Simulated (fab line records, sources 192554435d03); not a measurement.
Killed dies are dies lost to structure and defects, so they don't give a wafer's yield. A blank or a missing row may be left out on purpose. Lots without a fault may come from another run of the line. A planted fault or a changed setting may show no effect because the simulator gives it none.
Split-lot experiment | flow n5_finfet | 7 lots, 21 wafers read, on a route of 1938 steps

THE SPLIT
At N5_BEOL_M15_SPUTTER_44 (material Ta, target thk 15 nm, time 24.19 s), the setting power_w was moved away from the recipe's 15000 W on 7 of the 21 wafers read, by -16.1% to +6.3%. The other wafers ran this setting at the recipe's value.

The reading is taken at the split's own step.

THE READING
Ta_of_BEOL_M15_SPUTTER_44.thk_nm (the simulator's own value, which no gauge read), in nm, at N5_BEOL_M15_SPUTTER_44 (material Ta, target thk 15 nm, time 24.19 s). The file gives no usual value for it. The 14 wafers here that ran the recipe average 15.0 nm, standard deviation 0.19 nm.

wafer  | tool, chamber at the split | power_w as run, W | against the recipe | Ta_of_BEOL_M15_SPUTTER_44.thk_nm, nm | against lot-mates on the recipe
L075.2 | pvd_sputter-01, -          | 15000             | recipe             | 15                                   | -
L075.3 | pvd_sputter-01, -          | 15000             | recipe             | 15                                   | -
L075.5 | pvd_sputter-01, -          | 15940             | +6.3%              | 15.6                                 | +0.6
L077.1 | pvd_sputter-01, -          | 15000             | recipe             | 15.2                                 | -
L077.2 | pvd_sputter-01, -          | 15000             | recipe             | 15                                   | -
L077.3 | pvd_sputter-01, -          | 12580             | -16.1%             | 12.8                                 | -2.3
L081.3 | pvd_sputter-03, -          | 14070             | -6.2%              | 13.6                                 | no lot-mate on the recipe
L081.5 | pvd_sputter-03, -          | 14070             | -6.2%              | 13.8                                 | no lot-mate on the recipe
L081.6 | pvd_sputter-03, -          | 14070             | -6.2%              | 13.8                                 | no lot-mate on the recipe
L085.1 | pvd_sputter-03, -          | 15000             | recipe             | 14.6                                 | -
L085.3 | pvd_sputter-03, -          | 15000             | recipe             | 14.8                                 | -
L085.4 | pvd_sputter-03, -          | 15000             | recipe             | 14.8                                 | -
L090.2 | pvd_sputter-02, -          | 15000             | recipe             | 15.2                                 | -
L090.4 | pvd_sputter-02, -          | 15000             | recipe             | 15.2                                 | -
L090.6 | pvd_sputter-02, -          | 15000             | recipe             | 15.2                                 | -
L092.1 | pvd_sputter-02, -          | 13750             | -8.3%              | 13.8                                 | -1.0
L092.4 | pvd_sputter-02, -          | 15000             | recipe             | 14.8                                 | -
L092.6 | pvd_sputter-02, -          | 15000             | recipe             | 14.8                                 | -
L097.1 | pvd_sputter-03, -          | 13990             | -6.7%              | 13.8                                 | -1.1
L097.2 | pvd_sputter-03, -          | 15000             | recipe             | 15                                   | -
L097.3 | pvd_sputter-03, -          | 15000             | recipe             | 14.8                                 | -

THE FIT
A straight line over all 21 wafers: Ta_of_BEOL_M15_SPUTTER_44.thk_nm changes by +0.144 nm for each +1% of power_w; r = +0.95; the points scatter about the line by 0.22 nm.
The same after taking each lot's own level away (the mean of its wafers on the recipe; 18 wafers): +0.135 nm for each +1%; r = +0.99; scatter 0.11 nm.
On that fit, the largest move of power_w shifts the reading by 2.2 nm.
The lots' own levels span 14.73 to 15.20 nm, that is 2.5 times the standard deviation above.
So the lot-to-lot level changes the slope little: the two slopes agree.
Check: with one of the wafers moved furthest among these (-16.1%) left out of the fit, the line predicts -2.04 nm for it against its lot-mates. It came out at -2.3 nm against them.

OTHER SPLITS ON THESE WAFERS
These wafers also went through other splits before the reading. Each is held against what the fit with the lots' levels taken away leaves over:
other split on the same wafers    | wafers away from the commonest value | r with Ta_of_BEOL_M15_SPUTTER_44.thk_nm (lot level and that fit taken away)
N5_BEOL_M15_TRENCH_ETCH_34 bias_w | 9                                    | -0.08

THE FILE'S OWN FIT
Ta_of_BEOL_M15_SPUTTER_44.thk_nm changes by +0.137 nm for each +1% of power_w, r = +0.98.
